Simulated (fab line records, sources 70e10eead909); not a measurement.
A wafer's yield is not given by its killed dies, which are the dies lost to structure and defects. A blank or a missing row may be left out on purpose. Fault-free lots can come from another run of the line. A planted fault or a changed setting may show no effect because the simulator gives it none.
Matching of chambers ; flow nand-harc ; 4 sister chambers for NHARC_A_WL_FILL_STRIP_29 on rie-diel-01
The step strips in O2, time 20 s. 4 wafers are shown with their chamber, then 9 later ones without.

== WAFERS WITH THEIR CHAMBER ==
wafer;chamber;drypump-motor-current-A (A)
L075.6;2;6.1
L090.1;0;5.6
L090.3;1;5.2
L090.5;3;6.2

== WAFERS WITHOUT THEIR CHAMBER ==
wafer;drypump-motor-current-A (A)
L091.1;6.3
L091.2;5.2
L091.5;6.1
L096.2;6.1
L096.4;5.2
L096.5;5.2
L093.1;6.0
L093.2;6.2
L093.4;5.6

== CHAMBER TAKEN BY EACH ==
wafer;from the rows above;in truth
L091.1;3;3
L091.2;1;1
L091.5;2;2
L096.2;2;2
L096.4;1;1
L096.5;1;1
L093.1;2;2
L093.2;3;3
L093.4;0;0
Correct placement for 9 of the 9. Can't be placed from these rows: 0. Number placed wrongly: 0.
How it was worked out, from the rows above alone: a wafer's distance from a chamber is the root of the sum, over the readings, of the square of ((its reading less the chamber's mean) divided by the reading's scatter). If the next closest chamber is less than 2 further off than the closest, the wafer can't be placed; otherwise it belongs to the closest. Each chamber's mean is taken over the wafers shown for it. The scatter: with one shown wafer a chamber, the root of the mean of the squares of how far each hidden wafer lies from its nearest shown one.
